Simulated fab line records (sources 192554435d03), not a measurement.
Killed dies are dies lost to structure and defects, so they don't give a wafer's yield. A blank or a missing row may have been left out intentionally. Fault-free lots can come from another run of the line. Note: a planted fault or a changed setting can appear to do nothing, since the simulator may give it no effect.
Check of tool commonality    flow n5-finfet    24 wafers sampled across 8 lots

WHY IT WAS OPENED
2 of 8 lots carry a flag on the reading IOFF_P_LIN at N5_BEOL_M4_RC_MEAS_101. Fault-free wafers read 0.104 nA/um, with a standard deviation of 0.012.
Rule: a lot is flagged in two cases, either no wafer of it has a number, or all its wafers with numbers fall more than 4 standard deviations from that mean. All remaining lots are regarded as sound.

lot   measured      on         IOFF_P_LIN (nA/um), wafer by wafer  flag
L602  day 9 04:13   prober-02  0.090 0.087 0.091                   
L608  day 11 14:48  prober-02  0.099 0.115 0.114                   
L612  day 13 02:11  prober-02  0.095 0.108 0.103                   
L615  day 13 08:50  prober-02  0.114 0.130 0.112                   
L613  day 13 17:03  prober-01  2.046 2.129 2.092                   FLAGGED
L614  day 13 20:31  prober-01  2.046 2.294 2.261                   FLAGGED
L616  day 14 05:10  prober-01  0.083 0.091 0.084                   
L621  day 15 15:37  prober-01  0.111 0.107 0.103                   
The numbers of the flagged lots are 2.145 nA/um on average: +2.041 nA/um against the usual, or +99 or more standard deviations.

EACH LOT AND THE TOOL IT RAN ON
3 process steps preceding the reading are held in the record, out of 1938 steps in the route. Read each cell as the tool, then ch plus the chambers that the sampled wafers visited, then the start.
lot   flag     N5_HKMG_FIN_HK_ANNEAL_02         N5_HKMG_FIN_ETCH_58                N5_HKMG_FIN_WET_ETCH_78
L602           rtp-anneal-02 ch 0, day 4 12:11  rie-diel-01 ch 0,1,2, day 4 13:16  wet-bench-05 ch 2,3,4, day 4 14:16
L608           rtp-anneal-02 ch 0, day 5 23:43  rie-diel-01 ch 2,3, day 6 00:50    wet-bench-05 ch 0,2,4, day 6 01:49
L612           rtp-anneal-02 ch 0, day 6 23:26  rie-diel-04 ch 0,1,2, day 7 00:40  wet-bench-05 ch 0,6,7, day 7 01:40
L615           rtp-anneal-01 ch 0, day 7 17:54  rie-diel-04 ch 1,2,3, day 7 19:11  wet-bench-03 ch 1,3,6, day 7 20:11
L613  FLAGGED  rtp-anneal-01 ch 0, day 7 04:25  rie-diel-05 ch 0,1, day 7 05:52    wet-bench-04 ch 3,4,5, day 7 06:53
L614  FLAGGED  rtp-anneal-02 ch 0, day 7 11:15  rie-diel-04 ch 0,3, day 7 12:25    wet-bench-05 ch 4,6,7, day 7 13:38
L616           rtp-anneal-02 ch 0, day 7 22:01  rie-diel-05 ch 0,1, day 7 23:08    wet-bench-03 ch 0,4,6, day 8 00:07
L621           rtp-anneal-02 ch 0, day 9 12:01  rie-diel-01 ch 0,1,3, day 9 13:19  wet-bench-03 ch 1,3,7, day 9 14:19
What these steps do:
- N5_HKMG_FIN_HK_ANNEAL_02: time 30 s.
- N5_HKMG_FIN_ETCH_58: etches SOC in N2/H2, target depth 215.8 nm, time 741 s.
- N5_HKMG_FIN_WET_ETCH_78: etches Al2O3 in dNH4OH, stops on La2O3, target depth 4.5 nm, rinse time 30 s.
- N5_BEOL_M4_RC_MEAS_101

FLAGGED OVER TOTAL, TOOL BY TOOL (the gauges that took the reading come last)
step                      tool           lots run  flagged  share of the flagged lots  sound lots run after its first flagged lot
N5_HKMG_FIN_HK_ANNEAL_02  rtp-anneal-01  2         1        some                       1 (L615)
N5_HKMG_FIN_HK_ANNEAL_02  rtp-anneal-02  6         1        some                       2 (L616,L621)
N5_HKMG_FIN_ETCH_58       rie-diel-01    3         0        none                       -
N5_HKMG_FIN_ETCH_58       rie-diel-04    3         1        some                       1 (L615)
N5_HKMG_FIN_ETCH_58       rie-diel-05    2         1        some                       1 (L616)
N5_HKMG_FIN_WET_ETCH_78   wet-bench-03   3         0        none                       -
N5_HKMG_FIN_WET_ETCH_78   wet-bench-04   1         1        some                       0
N5_HKMG_FIN_WET_ETCH_78   wet-bench-05   4         1        some                       0
N5_BEOL_M4_RC_MEAS_101    prober-01      4         2        all                        2 (L616,L621)
N5_BEOL_M4_RC_MEAS_101    prober-02      4         0        none                       -

WHAT IS ALLOWED BY THE TABLE
All flagged lots share 1 row of the table, namely prober-01 at N5_BEOL_M4_RC_MEAS_101.
- prober-01 at N5_BEOL_M4_RC_MEAS_101: 2 of its 4 lots flagged. Lots that were sound ran on it after the first flagged one (L616, L621); a persistent fault on the entire tool would not allow that.
No row of the table ran every flagged lot and no sound lot after the first.

WHAT THE SIMULATOR HAD INSERTED
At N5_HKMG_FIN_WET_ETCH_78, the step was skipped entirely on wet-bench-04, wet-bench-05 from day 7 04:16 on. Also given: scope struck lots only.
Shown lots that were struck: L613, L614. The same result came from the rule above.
